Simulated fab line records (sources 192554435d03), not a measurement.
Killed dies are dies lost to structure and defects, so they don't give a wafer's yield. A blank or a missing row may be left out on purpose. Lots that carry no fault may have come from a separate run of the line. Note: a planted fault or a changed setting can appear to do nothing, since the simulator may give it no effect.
Chamber matching    flow n5_finfet    N5_PMOS_HMC_CHANNEL_EPI_HM_DEP_34 on pecvd-03 has 3 sister chambers
The step deposits SiO2 from TEOS/O2, target thk 36 nm, time 6.9 s. 6 wafers are shown with their chamber, then 10 later ones without.

## WAFERS PAIRED WITH THEIR CHAMBERS
wafer   chamber  throttle_valve_pct (%)  heater_power_w (W)
L090.3  1        19.2                    459
L090.4  1        19.2                    477
L090.5  0        20.0                    393
L090.6  2        17.2                    529
L093.1  2        17.7                    401
L093.2  0        19.8                    358

## WAFERS WITHOUT THEIR CHAMBER
wafer   throttle_valve_pct (%)  heater_power_w (W)
L093.5  19.3                    396
L094.1  20.3                    387
L094.2  19.5                    370
L094.3  17.6                    493
L094.4  19.2                    377
L094.5  20.1                    389
L094.6  17.7                    512
L095.1  20.0                    377
L095.3  19.1                    470
L095.6  19.5                    469

## CHAMBER TAKEN BY EACH
wafer   from the rows above      in truth
L093.5  can't be placed: 1 or 0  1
L094.1  0                        0
L094.2  can't be placed: 0 or 1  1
L094.3  2                        2
L094.4  can't be placed: 1 or 0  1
L094.5  0                        0
L094.6  2                        2
L095.1  0                        0
L095.3  1                        1
L095.6  can't be placed: 1 or 0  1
Placed correctly: 6 of 10. Can't be placed from these rows: 4 (the true chamber is among the candidates in 4). Placed wrongly: 0.
How it was worked out, from the rows above alone: a wafer's distance from a chamber is the root of the sum, over the readings, of the square of ((its reading less the chamber's mean) divided by the reading's scatter). The wafer belongs to the nearest chamber; if the next one is less than 2 further off, it can't be placed. The mean given for a chamber averages the wafers shown for that chamber. How the scatter is found: for the shown wafers, subtract from each reading the mean of its chamber, square and add these, divide the total by (wafers less chambers), then take the root.
